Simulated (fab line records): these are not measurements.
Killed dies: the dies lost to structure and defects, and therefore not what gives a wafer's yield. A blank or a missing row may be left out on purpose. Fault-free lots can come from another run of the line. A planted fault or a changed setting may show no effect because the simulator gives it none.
Chamber matching || flow n5_finfet || N5_BEOL_M14_DEP_53 on pecvd-03 has 3 sister chambers
The step deposits SiCN from 3MS/NH3, target thk 50 nm, time 17.8 s. 6 wafers are shown with their chamber, then 10 later ones without.

EACH WAFER AND ITS CHAMBER
{"wafer": "L077.5", "chamber": 0, "throttle_valve_pct (%)": 18.1, "showerhead_plenum_p_Torr (Torr)": 4.165}
{"wafer": "L079.2", "chamber": 2, "throttle_valve_pct (%)": 17.3, "showerhead_plenum_p_Torr (Torr)": 4.126}
{"wafer": "L081.5", "chamber": 1, "throttle_valve_pct (%)": 16.9, "showerhead_plenum_p_Torr (Torr)": 4.094}
{"wafer": "L081.6", "chamber": 0, "throttle_valve_pct (%)": 18.3, "showerhead_plenum_p_Torr (Torr)": 4.159}
{"wafer": "L083.3", "chamber": 2, "throttle_valve_pct (%)": 17.3, "showerhead_plenum_p_Torr (Torr)": 4.118}
{"wafer": "L083.4", "chamber": 1, "throttle_valve_pct (%)": 16.9, "showerhead_plenum_p_Torr (Torr)": 4.115}

WAFERS WITHOUT THEIR CHAMBER
{"wafer": "L083.5", "throttle_valve_pct (%)": 17.1, "showerhead_plenum_p_Torr (Torr)": 4.125}
{"wafer": "L085.1", "throttle_valve_pct (%)": 16.9, "showerhead_plenum_p_Torr (Torr)": 4.111}
{"wafer": "L085.3", "throttle_valve_pct (%)": 16.9, "showerhead_plenum_p_Torr (Torr)": 4.106}
{"wafer": "L085.6", "throttle_valve_pct (%)": 18.2, "showerhead_plenum_p_Torr (Torr)": 4.162}
{"wafer": "L089.3", "throttle_valve_pct (%)": 18.2, "showerhead_plenum_p_Torr (Torr)": 4.156}
{"wafer": "L089.4", "throttle_valve_pct (%)": 18.0, "showerhead_plenum_p_Torr (Torr)": 4.152}
{"wafer": "L089.6", "throttle_valve_pct (%)": 17.4, "showerhead_plenum_p_Torr (Torr)": 4.116}
{"wafer": "L091.3", "throttle_valve_pct (%)": 17.3, "showerhead_plenum_p_Torr (Torr)": 4.120}
{"wafer": "L091.5", "throttle_valve_pct (%)": 17.2, "showerhead_plenum_p_Torr (Torr)": 4.117}
{"wafer": "L091.6", "throttle_valve_pct (%)": 16.9, "showerhead_plenum_p_Torr (Torr)": 4.111}

WHICH CHAMBER EACH WENT THROUGH
{"wafer": "L083.5", "from the rows above": "can't be placed: 2 or 1", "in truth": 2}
{"wafer": "L085.1", "from the rows above": 1, "in truth": 1}
{"wafer": "L085.3", "from the rows above": 1, "in truth": 1}
{"wafer": "L085.6", "from the rows above": 0, "in truth": 0}
{"wafer": "L089.3", "from the rows above": 0, "in truth": 0}
{"wafer": "L089.4", "from the rows above": 0, "in truth": 0}
{"wafer": "L089.6", "from the rows above": 2, "in truth": 2}
{"wafer": "L091.3", "from the rows above": 2, "in truth": 2}
{"wafer": "L091.5", "from the rows above": 2, "in truth": 2}
{"wafer": "L091.6", "from the rows above": 1, "in truth": 1}
Placed correctly: 9 of 10. Cannot be placed on the basis of these rows: 1; the candidates contain the true chamber in 1. 0 placed wrongly.
How it was worked out, from the rows above alone: a wafer's distance from a chamber is the root of the sum, over the readings, of the square of ((its reading less the chamber's mean) divided by the reading's scatter). The wafer belongs to the nearest chamber; if the next one is less than 2 further off, it can't be placed. The mean given for a chamber averages the wafers shown for that chamber. The scatter: take each reading less its chamber's mean, square it, sum over the shown wafers, divide by the number of wafers less the number of chambers, and take the root.
